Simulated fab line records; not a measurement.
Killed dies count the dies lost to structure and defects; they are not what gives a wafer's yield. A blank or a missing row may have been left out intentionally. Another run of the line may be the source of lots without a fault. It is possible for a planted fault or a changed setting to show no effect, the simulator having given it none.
fab line records ; flow n5Finfet
[record] lots = 7; wafers = 39
route steps=1938 shown ZERO_LAYER@4 FIN_SAQP@138 DUMMY_GATE@221 HKMG_FIN@435 BEOL_M0_SAQP@652
startH: start of the lot's first displayed wafer, in hours after the record's first day ; waitH: hours elapsed since this lot's preceding step ; " as in the row above ; L1.1+2: a single row standing in for several wafers ; - no value, or no start was given ; * or withheld: withheld ; < > ~ a bound
route shown NAME@n: names a module that has steps shown in the file, with the first one's number in the route ; usual: the fault-free wafers' mean and standard deviation ; same: alike in all rows ; chamber/n: place in a boat ; sites: the reading at each site ; _std_site: the standard deviation of these ; _edge_site: mean of outer sites minus mean of inner sites ; radiusMm: for every site, how far away it sits from the centre of the wafer ; mask NAME#n: copy n ; behind: the most recent tool/chamber to have shaped the wafer ; hold: the reason the lot was held/the length of the hold in hours/how it ended ; device: the transistor (n, p or np) that didn't switch ; end of line: at the end of the route, the tests of the same wafers ; a step with no rows: only its recipe ; killed: not the wafer's yield, but the dies lost to structure and defects at the first sort ; map: a wafer's dies, marking killed ones x, the rest . and places with no die _
set.NAME: setting as actually run; set.NAME@STEP: the setting as run at that earlier step ; model.NAME: the simulator's own value behind a step, which no gauge read
lots where settings were altered on purpose, with a table for each step and a row for each wafer
[[steps]]
[step N5_ZERO_LAYER_PECVD_02]
[recipe] material = SiO2; targetThkA = 100; tempC = 400; precursor = SiH4/N2O; pressureTorr = 0.75; rfW = 275; timeS = 6
lot.wafer;tool;chamber;startH;waitH;set.timeS;model.SiO2_of_ZERO_LAYER_PECVD_02.thkNm
L076.1;pecvd-01;2;24.28;0.0;3.75;6.366
L076.2;pecvd-01;1;24.28;0.0;6;10.1
L076.3;pecvd-01;0;24.28;0.0;3.75;6.092
L076.4;pecvd-01;2;24.28;0.0;6;10.17
L076.5;pecvd-01;0;24.28;0.0;6;9.871
L076.6;pecvd-01;1;24.28;0.0;3.75;6.293
L077.1;pecvd-03;2;30.28;0.0;6;9.733
L077.2;pecvd-03;0;30.28;0.0;6;10.14
L077.5;pecvd-03;0;30.28;0.0;6;10.18
L083.1;pecvd-01;1;66.28;0.0;6;9.865
L083.2;pecvd-01;2;66.28;0.0;6;9.756
L083.3;pecvd-01;0;66.28;0.0;6;9.844
L083.4;pecvd-01;2;66.28;0.0;6;9.924
L083.5;pecvd-01;1;66.28;0.0;6;10.23
L083.6;pecvd-01;0;66.28;0.0;6;9.879
L085.1;pecvd-04;0;78.28;0.0;7.364;12.1
L085.2;pecvd-04;1;78.28;0.0;7.364;12.26
L085.3;pecvd-04;2;78.28;0.0;6;9.749
L085.4;pecvd-04;0;78.28;0.0;6;9.804
L085.5;pecvd-04;2;78.28;0.0;6;10.07
L085.6;pecvd-04;1;78.28;0.0;7.364;12.42
L087.1;pecvd-04;2;90.28;0.0;6;9.952
L087.2;pecvd-04;1;90.28;0.0;6;9.978
L087.3;pecvd-04;0;90.28;0.0;6;9.788
L087.4+5;pecvd-04;0,2;90.28;0.0;8.378;14.01
L087.6;pecvd-04;1;90.28;0.0;8.378;14.13
L088.1;pecvd-01;2;96.28;0.0;6;9.87
L088.2;pecvd-01;1;96.28;0.0;6;9.874
L088.3;pecvd-01;0;96.28;0.0;6;9.575
L088.4;pecvd-01;1;96.28;0.0;6;10.18
L088.5;pecvd-01;0;96.28;0.0;6;9.79
L088.6;pecvd-01;2;96.28;0.0;6;9.909
L096.1;pecvd-04;1;144.30;0.0;8.13;13.43
L096.2;pecvd-04;2;144.30;0.0;6;9.54
L096.3;pecvd-04;0;144.30;0.0;8.13;13.22
L096.4;pecvd-04;2;144.30;0.0;6;9.857
L096.5;pecvd-04;0;144.30;0.0;6;10.08
L096.6;pecvd-04;1;144.30;0.0;8.13;13.73
[step N5_FIN_SAQP_SPACER2_ALD_28]
[recipe] material = SiO2; targetThkA = 81; tempC = 300; aldPrecursorFamily = BDEAS; aldCoReactant = O2-plasma; pulseTimeS = 1; purgeTimeS = 2; coReactantPurgeTimeS = 2; pressureTorr = 2
lot.wafer;tool;chamber;startH;waitH;set.targetThkA;model.SiO2_of_FIN_SAQP_SPACER2_ALD_28.thkNm
L076.1+6;aldSin-02;3,1;38.48;0.1;81;8
L076.2+3+5;aldSin-02;1,2,2;38.48;0.1;39.88;4
L076.4;aldSin-02;0;38.48;0.1;81;8.2
L077.1+5;aldSin-02;0;45.01;0.1;81;8.2
L077.2;aldSin-02;2;45.01;0.1;81;8
L083.1+2+4;aldSin-04;3,0,1;79.21;0.1;61.57;6.2
L083.3+5+6;aldSin-04;2,1,0;79.21;0.1;81;8.2
L085.1+2+3+5+6;aldSin-04;0,1,2,0,1;92.93;0.2;81;8.2
L085.4;aldSin-04;3;92.93;0.2;81;8
L087.1+2+4+6;aldSin-03;2,3,1,2;103.10;0.1;81;8.2
L087.3+5;aldSin-03;0,3;103.10;0.1;81;8
L088.1+5+6;aldSin-03;0,1,0;109.56;0.2;81;8
L088.2+3+4;aldSin-03;1,2,3;109.56;0.2;112.4;11.2
L096.1+5+6;aldSin-04;1,1,2;157.75;0.1;81;8.2
L096.2+3+4;aldSin-04;3,0,2;157.75;0.1;102;10.2
[step N5_FIN_SAQP_SPACER2_ETCHBACK_29]
[recipe] chemistry = CHF3/O2; mode = anisotropicEtchback; target = SiO2; targetDepthA = 122; timeS = 6.1; pressureMtorr = 30; sourceW = 650; biasW = 170; Ar_flow_sccm = 200; CHF3_flow_sccm = 50; O2_flow_sccm = 5; ionEnergyEv = 200
[step N5_FIN_SAQP_MANDREL2_REMOVE_60]
[recipe] chemistry = HBr/Cl2/O2; btTimeS = 10; target = a-Si; stopOn = SiNx; endpoint = OES-SiCl; overEtchFrac = 1; icpW = 600; biasW = 22; HBr_flow_sccm = 150; Cl2_flow_sccm = 80; O2_flow_sccm = 5; pressureMtorr = 10
lot.wafer;tool;chamber;startH;waitH;set.targetThkA@FIN_SAQP_SPACER2_ALD_28;model.FIN_SAQP.cdNm
L076.1;rieSi-04;2;38.89;0.1;81;8.4
L076.2;rieSi-04;3;38.89;0.1;39.88;4
L076.3+5;rieSi-04;0;38.89;0.1;39.88;4.2
L076.4+6;rieSi-04;1;38.89;0.1;81;8
L077.1;rieSi-05;3;45.59;0.1;81;7.8
L077.2+5;rieSi-05;0;45.59;0.1;81;8.2
L083.1+2+4;rieSi-03;3,2,3;79.62;0.1;61.57;6
L083.3+5+6;rieSi-03;1,2,1;79.62;0.1;81;8.2
L085.1+3+6;rieSi-03;0,1,1;93.36;0.1;81;8.2
L085.2+4+5;rieSi-03;3,2,2;93.36;0.1;81;8
L087.1+3;rieSi-05;3,2;103.51;0.1;81;8
L087.2+6;rieSi-05;0;103.51;0.1;81;8.4
L087.4;rieSi-05;1;103.51;0.1;81;8.2
L087.5;rieSi-05;3;103.51;0.1;81;7.8
L088.1+6;rieSi-03;2,3;110.02;0.1;81;8
L088.2;rieSi-03;3;110.02;0.1;112.4;11.2
L088.3+4;rieSi-03;1,0;110.02;0.1;112.4;11.4
L088.5;rieSi-03;0;110.02;0.1;81;8.2
L096.1;rieSi-03;3;158.29;0.1;81;8
L096.2+4;rieSi-03;0,1;158.29;0.1;102;10.2
L096.3;rieSi-03;2;158.29;0.1;102;10
L096.5+6;rieSi-03;0,1;158.29;0.1;81;8.2
[step N5_FIN_SAQP_CD_MEAS_31]
[recipe] targetCdNm = 8; landingEnergyEv = 1000; detector = seInlens; polarity = line
[usual] cdNm = 8.11/0.26
lot.wafer;tool;chamber;startH;waitH;set.targetThkA@FIN_SAQP_SPACER2_ALD_28;cdNm
L076.1;cdSem-02;0;39.00;0.1;81;8.31
L076.2;cdSem-02;0;39.00;0.1;39.88;3.81
L076.3;cdSem-02;0;39.00;0.1;39.88;3.93
L076.4;cdSem-02;0;39.00;0.1;81;7.76
L076.5;cdSem-02;0;39.00;0.1;39.88;4.11
L076.6;cdSem-02;0;39.00;0.1;81;8.02
L077.1;cdSem-01;0;45.70;0.1;81;8.15
L077.2;cdSem-01;0;45.70;0.1;81;7.67
L077.5;cdSem-01;0;45.70;0.1;81;7.91
L083.1;cdSem-03;0;79.74;0.1;61.57;5.70
L083.2;cdSem-03;0;79.74;0.1;61.57;5.70
L083.3;cdSem-03;0;79.74;0.1;81;8.15
L083.4;cdSem-03;0;79.74;0.1;61.57;5.99
L083.5;cdSem-03;0;79.74;0.1;81;8.24
L083.6;cdSem-03;0;79.74;0.1;81;8.26
L085.1;cdSem-01;0;93.47;0.1;81;8.30
L085.2;cdSem-01;0;93.47;0.1;81;7.77
L085.3;cdSem-01;0;93.47;0.1;81;8.64
L085.4;cdSem-01;0;93.47;0.1;81;8.05
L085.5;cdSem-01;0;93.47;0.1;81;8.52
L085.6;cdSem-01;0;93.47;0.1;81;8.20
L087.1;cdSem-02;0;103.62;0.1;81;8.09
L087.2;cdSem-02;0;103.62;0.1;81;8.30
L087.3;cdSem-02;0;103.62;0.1;81;7.77
L087.4;cdSem-02;0;103.62;0.1;81;8.09
L087.5;cdSem-02;0;103.62;0.1;81;7.67
L087.6;cdSem-02;0;103.62;0.1;81;8.04
L088.1;cdSem-02;0;110.13;0.1;81;8.01
L088.2;cdSem-02;0;110.13;0.1;112.4;11.04
L088.3;cdSem-02;0;110.13;0.1;112.4;11.64
L088.4;cdSem-02;0;110.13;0.1;112.4;11.54
L088.5;cdSem-02;0;110.13;0.1;81;8.48
L088.6;cdSem-02;0;110.13;0.1;81;7.93
L096.1;cdSem-02;0;158.40;0.1;81;7.72
L096.2;cdSem-02;0;158.40;0.1;102;10.01
L096.3;cdSem-02;0;158.40;0.1;102;9.91
L096.4;cdSem-02;0;158.40;0.1;102;9.84
L096.5;cdSem-02;0;158.40;0.1;81;8.11
L096.6;cdSem-02;0;158.40;0.1;81;8.24
[step N5_FIN_SAQP_HM_OPEN_33]
[recipe] chemistry = CH3F/O2; target = SiNx; maskMaterial = SiO2; targetDepthA = 494; timeS = 70.6; pressureMtorr = 30; sourceW = 395; biasW = 73; Ar_flow_sccm = 150; CH3F_flow_sccm = 30; O2_flow_sccm = 20; ionEnergyEv = 120; ends = cleared
lot.wafer;tool;chamber;startH;waitH;set.targetThkA@FIN_SAQP_SPACER2_ALD_28;model.FIN_SAQP.cdNm
L076.1;rieDiel-05;2;39.05;0.0;81;8.2
L076.2+5;rieDiel-05;3,2;39.05;0.0;39.88;4
L076.3;rieDiel-05;0;39.05;0.0;39.88;4.2
L076.4;rieDiel-05;1;39.05;0.0;81;8
L076.6;rieDiel-05;1;39.05;0.0;81;7.8
L077.1;rieDiel-01;2;45.87;0.2;81;7.8
L077.2+5;rieDiel-01;3;45.87;0.2;81;8.2
L083.1+2+4;rieDiel-05;2,0,3;79.79;0.0;61.57;6
L083.3+5+6;rieDiel-05;1,1,0;79.79;0.0;81;8
L085.1+3+5+6;rieDiel-05;0,3,3,0;93.60;0.1;81;8.2
L085.2+4;rieDiel-05;2;93.60;0.1;81;8
L087.1+3;rieDiel-01;3,1;103.67;0.0;81;8.2
L087.2+4;rieDiel-01;2,0;103.67;0.0;81;8.4
L087.5;rieDiel-01;3;103.67;0.0;81;8
L087.6;rieDiel-01;0;103.67;0.0;81;8.6
L088.1+6;rieDiel-01;2,0;110.25;0.1;81;8
L088.2;rieDiel-01;0;110.25;0.1;112.4;11.2
L088.3+4;rieDiel-01;3,1;110.25;0.1;112.4;11.4
L088.5;rieDiel-01;1;110.25;0.1;81;8.4
L096.1;rieDiel-03;2;158.53;0.1;81;8
L096.2;rieDiel-03;3;158.53;0.1;102;10.4
L096.3;rieDiel-03;1;158.53;0.1;102;10
L096.4;rieDiel-03;0;158.53;0.1;102;10.2
L096.5;rieDiel-03;3;158.53;0.1;81;8.4
L096.6;rieDiel-03;0;158.53;0.1;81;8.2
[step N5_FIN_SAQP_ETCH_34]
[recipe] chemistry = C4F6/O2; target = SiO2; targetDepthA = 450; timeS = 15; ionEnergyEv = 250; pressureMtorr = 30; sourceW = 345; biasW = 185; Ar_flow_sccm = 300; C4F6_flow_sccm = 10; O2_flow_sccm = 10; ends = cleared
lot.wafer;tool;chamber;startH;waitH;set.targetThkA@FIN_SAQP_SPACER2_ALD_28;model.FIN_SAQP.cdNm
L076.1;rieDiel-05;2;39.12;0.0;81;8.4
L076.2+3;rieDiel-05;3,0;39.12;0.0;39.88;4
L076.4;rieDiel-05;1;39.12;0.0;81;8
L076.5;rieDiel-05;2;39.12;0.0;39.88;4.2
L076.6;rieDiel-05;1;39.12;0.0;81;7.8
L077.1;rieDiel-01;2;45.94;0.0;81;8
L077.2+5;rieDiel-01;3;45.94;0.0;81;8.4
L083.1+4;rieDiel-05;2,3;79.86;0.0;61.57;6
L083.2;rieDiel-05;0;79.86;0.0;61.57;5.8
L083.3+5+6;rieDiel-05;1,1,0;79.86;0.0;81;8
L085.1+3;rieDiel-05;0,3;93.67;0.0;81;8.2
L085.2+4+5+6;rieDiel-05;2,2,3,0;93.67;0.0;81;8
L087.1+3+4;rieDiel-01;3,1,0;103.74;0.0;81;8.2
L087.2+6;rieDiel-01;2,0;103.74;0.0;81;8.4
L087.5;rieDiel-01;3;103.74;0.0;81;8
L088.1+6;rieDiel-01;2,0;110.32;0.0;81;8
L088.2;rieDiel-01;0;110.32;0.0;112.4;11.2
L088.3+4;rieDiel-01;3,1;110.32;0.0;112.4;11.6
L088.5;rieDiel-01;1;110.32;0.0;81;8.4
L096.1+6;rieDiel-03;2,0;158.60;0.0;81;8.2
L096.2;rieDiel-03;3;158.60;0.0;102;10.4
L096.3;rieDiel-03;1;158.60;0.0;102;10
L096.4;rieDiel-03;0;158.60;0.0;102;10.2
L096.5;rieDiel-03;3;158.60;0.0;81;8.4
[step N5_FIN_SAQP_STRIP_77]
[recipe] chemistry = N2/H2; timeS = 90; powerW = 100; tempC = 40; pressureMtorr = 100; rfFrequencyHz = 6e+07; biasPowerW = 3; n2FlowSccm = 300; h2FlowSccm = 300
[step N5_FIN_SAQP_HM_CD_35]
[recipe] targetCdNm = 8; polarity = line
[usual] cdNm = 8.2/0.3
lot.wafer;tool;chamber;startH;waitH;set.targetThkA@FIN_SAQP_SPACER2_ALD_28;cdNm
L076.1;cdSem-02;-;39.26;0.1;81;8.6
L076.2;cdSem-02;-;39.26;0.1;39.88;3.9
L076.3;cdSem-02;-;39.26;0.1;39.88;4.2
L076.4;cdSem-02;-;39.26;0.1;81;8.0
L076.5;cdSem-02;-;39.26;0.1;39.88;4.1
L076.6;cdSem-02;-;39.26;0.1;81;7.4
L077.1;cdSem-01;-;46.08;0.1;81;7.8
L077.2;cdSem-01;-;46.08;0.1;81;8.4
L077.5;cdSem-01;-;46.08;0.1;81;8.5
L083.1;cdSem-02;-;80.00;0.1;61.57;6.0
L083.2;cdSem-02;-;80.00;0.1;61.57;5.9
L083.3;cdSem-02;-;80.00;0.1;81;7.7
L083.4;cdSem-02;-;80.00;0.1;61.57;5.8
L083.5;cdSem-02;-;80.00;0.1;81;8.2
L083.6;cdSem-02;-;80.00;0.1;81;8.0
L085.1;cdSem-03;-;93.81;0.1;81;8.3
L085.2;cdSem-03;-;93.81;0.1;81;7.5
L085.3;cdSem-03;-;93.81;0.1;81;8.4
L085.4;cdSem-03;-;93.81;0.1;81;8.1
L085.5;cdSem-03;-;93.81;0.1;81;8.3
L085.6;cdSem-03;-;93.81;0.1;81;8.2
L087.1;cdSem-03;-;103.89;0.1;81;8.4
L087.2;cdSem-03;-;103.89;0.1;81;8.4
L087.3;cdSem-03;-;103.89;0.1;81;8.2
L087.4;cdSem-03;-;103.89;0.1;81;8.4
L087.5;cdSem-03;-;103.89;0.1;81;8.3
L087.6;cdSem-03;-;103.89;0.1;81;8.4
L088.1;cdSem-03;-;110.47;0.1;81;7.6
L088.2;cdSem-03;-;110.47;0.1;112.4;11.3
L088.3;cdSem-03;-;110.47;0.1;112.4;11.5
L088.4;cdSem-03;-;110.47;0.1;112.4;11.3
L088.5;cdSem-03;-;110.47;0.1;81;8.5
L088.6;cdSem-03;-;110.47;0.1;81;7.6
L096.1;cdSem-02;-;158.74;0.1;81;7.8
L096.2;cdSem-02;-;158.74;0.1;102;10.4
L096.3;cdSem-02;-;158.74;0.1;102;10.3
L096.4;cdSem-02;-;158.74;0.1;102;10.0
L096.5;cdSem-02;-;158.74;0.1;81;8.7
L096.6;cdSem-02;-;158.74;0.1;81;8.2
[step N5_FIN_SAQP_ETCH_64]
[recipe] chemistry = CF4; target = SiO2; targetDepthA = 15; ionEnergyEv = 350; pressureMtorr = 10; icpW = 800; biasW = 400; cf4FlowSccm = 80
[step N5_FIN_SAQP_FIN_ETCH_36]
[recipe] chemistry = HBr/Cl2/O2; targetDepthA = 1200; maskMaterial = SiNx; timeS = 50.4; biasW = 102; pressureMtorr = 10; icpW = 800; HBr_flow_sccm = 150; Cl2_flow_sccm = 80; O2_flow_sccm = 12
[step N5_FIN_SAQP_CD_MEAS_37]
[recipe] targetCdNm = 8; polarity = line
[usual] cdNm = 8.1/0.31
lot.wafer;tool;chamber;startH;waitH;set.targetThkA@FIN_SAQP_SPACER2_ALD_28;cdNm
L076.1;cdSem-03;-;39.45;0.1;81;8.0
L076.2;cdSem-03;-;39.45;0.1;39.88;3.8
L076.3;cdSem-03;-;39.45;0.1;39.88;3.7
L076.4;cdSem-03;-;39.45;0.1;81;8.1
L076.5;cdSem-03;-;39.45;0.1;39.88;3.9
L076.6;cdSem-03;-;39.45;0.1;81;7.6
L077.1;cdSem-03;-;46.27;0.1;81;8.2
L077.2;cdSem-03;-;46.27;0.1;81;8.4
L077.5;cdSem-03;-;46.27;0.1;81;8.7
L083.1;cdSem-03;-;80.19;0.1;61.57;6.1
L083.2;cdSem-03;-;80.19;0.1;61.57;6.2
L083.3;cdSem-03;-;80.19;0.1;81;7.9
L083.4;cdSem-03;-;80.19;0.1;61.57;5.7
L083.5;cdSem-03;-;80.19;0.1;81;7.9
L083.6;cdSem-03;-;80.19;0.1;81;8.0
L085.1;cdSem-03;-;94.00;0.1;81;8.3
L085.2;cdSem-03;-;94.00;0.1;81;8.2
L085.3;cdSem-03;-;94.00;0.1;81;8.1
L085.4;cdSem-03;-;94.00;0.1;81;8.2
L085.5;cdSem-03;-;94.00;0.1;81;8.3
L085.6;cdSem-03;-;94.00;0.1;81;8.5
L087.1;cdSem-02;-;104.08;0.1;81;8.6
L087.2;cdSem-02;-;104.08;0.1;81;8.4
L087.3;cdSem-02;-;104.08;0.1;81;8.5
L087.4;cdSem-02;-;104.08;0.1;81;8.6
L087.5;cdSem-02;-;104.08;0.1;81;7.9
L087.6;cdSem-02;-;104.08;0.1;81;8.4
L088.1;cdSem-01;-;110.66;0.1;81;8.0
L088.2;cdSem-01;-;110.66;0.1;112.4;11.4
L088.3;cdSem-01;-;110.66;0.1;112.4;11.7
L088.4;cdSem-01;-;110.66;0.1;112.4;11.9
L088.5;cdSem-01;-;110.66;0.1;81;8.8
L088.6;cdSem-01;-;110.66;0.1;81;8.1
L096.1;cdSem-01;-;158.93;0.1;81;7.9
L096.2;cdSem-01;-;158.93;0.1;102;10.5
L096.3;cdSem-01;-;158.93;0.1;102;9.8
L096.4;cdSem-01;-;158.93;0.1;102;10.4
L096.5;cdSem-01;-;158.93;0.1;81;8.2
L096.6;cdSem-01;-;158.93;0.1;81;8.6
[step N5_DUMMY_GATE_PECVD_30]
[recipe] material = SiO2; targetThkA = 550; tempC = 400; precursor = TEOS/O2; pressureTorr = 6.5; rfW = withheld; teosFlowSccm = withheld; gas = O2; flowSccm = 2650; timeS = 10.8
lot.wafer;tool;chamber;startH;waitH;set.timeS;model.SiO2_of_DUMMY_GATE_PECVD_30.thkNm
L076.1;pecvd-01;2;59.16;0.0;10.8;53.8
L076.2;pecvd-01;1;59.16;0.0;8.495;43.4
L076.3;pecvd-01;0;59.16;0.0;10.8;54.4
L076.4;pecvd-01;0;59.16;0.0;8.495;43.2
L076.5;pecvd-01;2;59.16;0.0;10.8;53.6
L076.6;pecvd-01;1;59.16;0.0;8.495;43.8
L077.1+2;pecvd-02;0,2;67.51;0.0;10.8;53.8
L077.5;pecvd-02;1;67.51;0.0;10.8;56.6
L083.1;pecvd-04;1;99.36;0.0;10.8;54.6
L083.2;pecvd-04;0;99.36;0.0;10.8;53.8
L083.3;pecvd-04;2;99.36;0.0;10.8;54
L083.4+6;pecvd-04;2,1;99.36;0.0;10.8;55.2
L083.5;pecvd-04;0;99.36;0.0;10.8;54.8
L085.1;pecvd-02;2;112.62;0.0;10.8;54.4
L085.2;pecvd-02;1;112.62;0.0;10.8;55.4
L085.3;pecvd-02;0;112.62;0.0;10.8;55
L085.4;pecvd-02;2;112.62;0.0;12.54;64
L085.5;pecvd-02;1;112.62;0.0;12.54;64.8
L085.6;pecvd-02;0;112.62;0.0;12.54;64.6
L087.1+2;pecvd-02;2,0;129.24;0.0;10.8;54.2
L087.3;pecvd-02;1;129.24;0.0;10.8;55.6
L087.4;pecvd-02;0;129.24;0.0;10.8;55
L087.5;pecvd-02;1;129.24;0.0;10.8;56.2
L087.6;pecvd-02;2;129.24;0.0;10.8;56
L088.1;pecvd-01;2;131.01;0.0;10.8;53.6
L088.2;pecvd-01;0;131.01;0.0;10.8;53.8
L088.3;pecvd-01;1;131.01;0.0;10.8;55
L088.4;pecvd-01;1;131.01;0.0;10.8;55.4
L088.5;pecvd-01;0;131.01;0.0;10.8;54
L088.6;pecvd-01;2;131.01;0.0;10.8;53.4
L096.1;pecvd-01;1;177.38;0.0;10.8;53.4
L096.2;pecvd-01;0;177.38;0.0;10.8;52.8
L096.3;pecvd-01;1;177.38;0.0;10.8;54.2
L096.4+5;pecvd-01;0;177.38;0.0;10.8;53.8
L096.6;pecvd-01;1;177.38;0.0;10.8;54.6
[step N5_HKMG_FIN_ETCH_32]
[recipe] chemistry = N2/H2; target = SOC; targetDepthA = 2400; tempC = 40; timeS = 300; ionEnergyEv = 200; maskMaterial = SiARC; pressureMtorr = 30; sourceW = 840; biasW = 150; n2FlowSccm = 200; h2FlowSccm = 200
lot.wafer;tool;chamber;startH;waitH;set.targetDepthA;model.HKMG_FIN.featureDepthNm;model.etch.depthNm;model.SiARC_of_HKMG_FIN_COAT_30.thkNm
L076.1;rieDiel-03;0;87.87;0.0;2400;242.4;242.5;20.8
L076.2;rieDiel-03;3;87.87;0.0;2400;248.4;248.5;20.4
L076.3;rieDiel-03;1;87.87;0.0;2400;244.6;244.7;20.8
L076.4;rieDiel-03;3;87.87;0.0;3475;358.4;358.3;14.2
L076.5;rieDiel-03;1;87.87;0.0;3475;354.4;354.5;14.4
L076.6;rieDiel-03;0;87.87;0.0;3475;349;349;14.6
L077.1;rieDiel-03;3;96.60;0.0;2400;243.8;243.9;20.8
L077.2;rieDiel-03;1;96.60;0.0;2400;243.2;243.3;20.8
L077.5;rieDiel-03;3;96.60;0.0;2400;243.6;243.5;20.8
L083.1;rieDiel-05;1;127.65;0.0;3717;343.4;343.4;15.8
L083.2;rieDiel-05;0;127.65;0.0;2400;220;219.9;22.8
L083.3;rieDiel-05;2;127.65;0.0;3717;370;370.1;14
L083.4;rieDiel-05;3;127.65;0.0;2400;243.2;243.1;20.8
L083.5;rieDiel-05;2;127.65;0.0;2400;240;240.1;21.4
L083.6;rieDiel-05;1;127.65;0.0;3717;344.8;344.9;15.6
L085.1;rieDiel-03;3;141.69;0.0;1582;160.8;160.8;25.8
L085.2;rieDiel-03;2;141.69;0.0;2400;239.4;239.3;21.4
L085.3;rieDiel-03;1;141.69;0.0;2400;248.6;248.6;20.6
L085.4;rieDiel-03;1;141.69;0.0;1582;163.8;163.7;25.6
L085.5;rieDiel-03;3;141.69;0.0;1582;159.2;159.3;26
L085.6;rieDiel-03;2;141.69;0.0;2400;237;237;21.6
L087.1;rieDiel-01;3;157.80;0.0;2400;229;229.1;21.6
L087.2;rieDiel-01;2;157.80;0.0;2400;252.8;252.9;20.4
L087.3;rieDiel-01;1;157.80;0.0;2400;241;240.9;20.8
L087.4;rieDiel-01;0;157.80;0.0;2400;237.2;237.3;21.2
L087.5;rieDiel-01;0;157.80;0.0;2400;238;238.1;21
L087.6;rieDiel-01;1;157.80;0.0;2400;241.6;241.5;20.8
L088.1;rieDiel-05;3;160.01;0.0;3424;349;349;14.8
L088.2;rieDiel-05;0;160.01;0.0;3424;324.4;324.5;17
L088.3;rieDiel-05;2;160.01;0.0;2400;240.6;240.7;21.4
L088.4;rieDiel-05;1;160.01;0.0;3424;323.8;323.7;17
L088.5;rieDiel-05;0;160.01;0.0;2400;227.8;227.8;22.4
L088.6;rieDiel-05;3;160.01;0.0;2400;244.8;244.8;20.8
L096.1;rieDiel-03;1;208.55;0.0;2400;247.2;247.2;21
L096.2;rieDiel-03;0;208.55;0.0;3333;324.2;324.2;16.4
L096.3;rieDiel-03;2;208.55;0.0;2400;244.8;244.7;21.4
L096.4;rieDiel-03;3;208.55;0.0;2400;246.6;246.6;21
L096.5;rieDiel-03;0;208.55;0.0;3333;324.6;324.5;16.4
L096.6;rieDiel-03;3;208.55;0.0;3333;344.2;344.2;15.4
[step N5_BEOL_M0_SAQP_DESCUM_19]
[recipe] chemistry = O2; timeS = 7.9; sourcePowerW = 50; biasPowerW = 20; pressureMtorr = 20; rfFrequencyHz = 2.712e+07; tempC = 40; resist = CAR-ArF; o2FlowSccm = 225
lot.wafer;tool;chamber;startH;waitH;set.timeS;model.CAR-ArF_of_BEOL_M0_SAQP_COAT_08.thkNm
L076.1+4;rieDiel-06;3,2;118.85;0.0;9.633;81.8
L076.2;rieDiel-06;0;118.85;0.0;7.9;83.2
L076.3+6;rieDiel-06;1,0;118.85;0.0;7.9;83
L076.5;rieDiel-06;1;118.85;0.0;9.633;82
L077.1+5;rieDiel-04;1;126.91;0.1;7.9;83.8
L077.2;rieDiel-04;0;126.91;0.1;7.9;83.6
L083.1;rieDiel-04;1;160.03;0.0;4.429;85.6
L083.2+4;rieDiel-04;3,2;160.03;0.0;7.9;83.2
L083.3;rieDiel-04;0;160.03;0.0;7.9;83.4
L083.5+6;rieDiel-04;2,1;160.03;0.0;4.429;85.4
L085.1;rieDiel-06;3;173.30;0.0;7.9;83.6
L085.2;rieDiel-06;2;173.30;0.0;6.597;84.2
L085.3+6;rieDiel-06;0;173.30;0.0;7.9;83.4
L085.4+5;rieDiel-06;1,3;173.30;0.0;6.597;84.4
L087.1+2+5;rieDiel-02;1,3,1;194.36;0.0;7.9;83.6
L087.3+6;rieDiel-02;0;194.36;0.0;7.9;83.2
L087.4;rieDiel-02;2;194.36;0.0;7.9;83.4
L088.1+2;rieDiel-06;1,2;196.06;0.0;3.761;85.6
L088.3+4+6;rieDiel-06;3,0,0;196.06;0.0;7.9;83.2
L088.5;rieDiel-06;3;196.06;0.0;3.761;85.8
L096.1+4;rieDiel-02;3,2;241.03;0.0;7.9;83.6
L096.2+3;rieDiel-02;1,0;241.03;0.0;5.749;84.8
L096.5;rieDiel-02;2;241.03;0.0;5.749;85
L096.6;rieDiel-02;3;241.03;0.0;7.9;84
[[key]]
[split] step = N5_ZERO_LAYER_PECVD_02; setting = timeS; stated = 6; by = wafer
[response] step = N5_ZERO_LAYER_PECVD_02; reading = model.SiO2_of_ZERO_LAYER_PECVD_02.thkNm; change = +0.103; per = 1%; r = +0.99
[split] step = N5_FIN_SAQP_SPACER2_ALD_28; setting = targetThkA; stated = 81; by = wafer
[response] step = N5_FIN_SAQP_SPACER2_ALD_28; reading = model.SiO2_of_FIN_SAQP_SPACER2_ALD_28.thkNm; change = +0.0808; per = 1%; r = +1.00
[response] step = N5_FIN_SAQP_MANDREL2_REMOVE_60; reading = model.FIN_SAQP.cdNm; change = +0.0815; per = 1%; r = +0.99
[response] step = N5_FIN_SAQP_CD_MEAS_31; reading = cdNm; change = +0.0828; per = 1%; r = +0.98
[response] step = N5_FIN_SAQP_HM_OPEN_33; reading = model.FIN_SAQP.cdNm; change = +0.0795; per = 1%; r = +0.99
[response] step = N5_FIN_SAQP_ETCH_34; reading = model.FIN_SAQP.cdNm; change = +0.0811; per = 1%; r = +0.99
[response] step = N5_FIN_SAQP_HM_CD_35; reading = cdNm; change = +0.0816; per = 1%; r = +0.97
[response] step = N5_FIN_SAQP_CD_MEAS_37; reading = cdNm; change = +0.0823; per = 1%; r = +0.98
[split] step = N5_DUMMY_GATE_PECVD_30; setting = timeS; stated = 10.8; by = wafer
[response] step = N5_DUMMY_GATE_PECVD_30; reading = model.SiO2_of_DUMMY_GATE_PECVD_30.thkNm; change = +0.527; per = 1%; r = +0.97
[split] step = N5_HKMG_FIN_ETCH_32; setting = targetDepthA; stated = 2400; by = wafer
[response] step = N5_HKMG_FIN_ETCH_32; reading = model.HKMG_FIN.featureDepthNm; change = +2.25; per = 1%; r = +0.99
[response] step = N5_HKMG_FIN_ETCH_32; reading = model.etch.depthNm; change = +2.25; per = 1%; r = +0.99
[response] step = N5_HKMG_FIN_ETCH_32; reading = model.SiARC_of_HKMG_FIN_COAT_30.thkNm; change = -0.128; per = 1%; r = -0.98
[split] step = N5_BEOL_M0_SAQP_DESCUM_19; setting = timeS; stated = 7.9; by = wafer
[response] step = N5_BEOL_M0_SAQP_DESCUM_19; reading = model.CAR-ArF_of_BEOL_M0_SAQP_COAT_08.thkNm; change = -0.0482; per = 1%; r = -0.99
